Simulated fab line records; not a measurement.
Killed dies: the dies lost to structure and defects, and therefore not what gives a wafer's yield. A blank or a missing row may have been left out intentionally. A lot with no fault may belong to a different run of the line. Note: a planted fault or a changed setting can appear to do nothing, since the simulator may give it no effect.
A struck lot beside a sound one | flow n5 finfet | 16 out of 1938 route steps
Sound: wafers L138.1, L138.5, L138.6. Struck: wafers L145.3, L145.5, L145.6. At the end, the cause is stated.
For every step that has rows: the tool of each side, followed by ch and its chambers, followed by its first start. Under that, the readings that differ: sound wafers | struck wafers | difference of the means | sigmas: that difference in standard deviations of wafers without a fault.
alike: same words and numbers on both sides, and readings whose means sit less than 2 such deviations apart. not compared: any withheld reading, any reading some wafer has no value for, any bound like >300 that may hide the same value, and any number with overlapping values for which the record gives no deviation.
Wherever a step has rows on one side only, a row that says differs or no value, or a row with sigmas, the two part there. Numbers that have no deviation but don't overlap get no sigmas and don't part them. A reading that every wafer of one side lacks parts them only if that side has two wafers or more.

N5_DUMMY_GATE_ETCH_23: etches poly-Si in HBr/Cl2/O2, target depth 41 nm, time 22.3 s.
  sound on rie si-05 ch 1,2,3, day 5 07:11; struck on rie si-03 ch 0,3, day 7 00:06
  alike: HBr_flow_sccm, drypump motor current A, oes product au, throttle valve pct
  not compared: rf hours counter h
N5_DUMMY_GATE_ETCH_44: etches poly-Si in HBr/O2, stops on SiO2, target depth 127.5 nm.
  sound on rie si-05 ch 1,2,3, day 5 07:15; struck on rie si-03 ch 0,3, day 7 00:10
  alike: HBr_flow_sccm, drypump motor current A, oes product au, throttle valve pct
  not compared: rf hours counter h
N5_DUMMY_GATE_CD_MEAS_24: the cd target is 15 nm.
  sound on cd sem-03, day 5 07:22; struck on cd sem-02, day 7 00:16
  alike: cd nm
then, 1 step without rows for these wafers: N5_DUMMY_GATE_ETCH_42 (etches SiO2 in CHF3/O2, target depth 3.5 nm, time 31 s).
N5_DUMMY_GATE_STRIP_48: strips in N2/H2, time 20 s.
  sound on rie diel-05 ch 1,2, day 5 07:28; struck on rie diel-03 ch 1,3, day 7 00:22
  alike: drypump motor current A, oes product au, rf vpp V, showerhead plenum p Torr, throttle valve pct
  not compared: rf hours counter h
then, 5 steps without rows for these wafers: N5_DUMMY_GATE_PRECLEAN_33 (cleans in dHF, time 10 s); N5_DUMMY_GATE_PRECLEAN_25 (cleans in O3/DIW, time 45 s); N5_DUMMY_GATE_PRECLEAN_51 (cleans in SC2, time 45 s); N5_DUMMY_GATE_SRD_26 (time 30 s); N5_DUMMY_GATE_UV_OZONE_45 (time 120 s).
N5_DUMMY_GATE_INSPECT_27: inspects for defects (brightfield).
  sound on defect inspect-02, day 5 07:40; struck on defect inspect-02, day 7 00:33
  alike: raw defect count
N5_SPACER0_ALD_07: deposits SiNx, target thk 2 nm.
  sound on ald sin-04 ch 2,3, day 5 07:42; struck on ald sin-04 ch 2,3, day 7 00:35
  alike: chamber pressure Torr, heater power outer w, heater power w
N5_SPACER0_ALD_00: deposits SiOCN, target thk 3.5 nm, pulse time 3 s, purge time 2 s.
  sound on ald sin-04 ch 2,3, day 5 07:51; struck on ald sin-04 ch 2,3, day 7 00:44
  no value came back on the struck wafers for ald cycles, chamber pressure Torr (Torr), heater power w (W), precursor pulse height rel; on the sound wafers ald cycles reads 58 58 58
N5_SPACER0_ALD_08: deposits SiNx, target thk 2 nm.
  sound on ald sin-04 ch 2,3, day 5 08:07; struck on ald sin-04 ch 2,3, day 7 01:00
  alike: chamber pressure Torr, heater power outer w, heater power w
N5_BEOL_M4_RC_MEAS_101:
  the record has rows for the sound wafers here (prober-02 ch 0, day 10 12:05) and none for the struck ones
-- a jump in the record: the struck wafers' starts before and after are 10 days apart (it breaks off in module BEOL_M4 and resumes in module PASSIVATION, where the first step shown is number 1936 of the route) --
N5_PASSIVATION_PROBE_49:
  sound on prober-01, day 15 10:00; struck on prober-02, day 17 10:15
  reading             | sound      | struck         | difference | sigmas
  killed_at_M0_to_M3  | 42 38 47   | 16 24 16       | -24        | -2
  killed at front end | 27 40 66   | 1141 1126 1133 | +1089      | +99 or more
  killed dies         | 99 105 139 | 1180 1180 1180 | +1066      | +67
  killed on rim       | 11 14 21   | 152 152 152    | +137       | +33
  alike: killed_at_M4_up, killed at contacts, killed at other, killed open, killed short

== WHERE THEY PART ==
Earliest at N5_SPACER0_ALD_00; latest, in this record, at N5_PASSIVATION_PROBE_49.

WHY: what had been put in by the simulator
Skipped step whole: ald sin-04, from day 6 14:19 on, at N5_SPACER0_ALD_00. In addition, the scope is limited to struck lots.
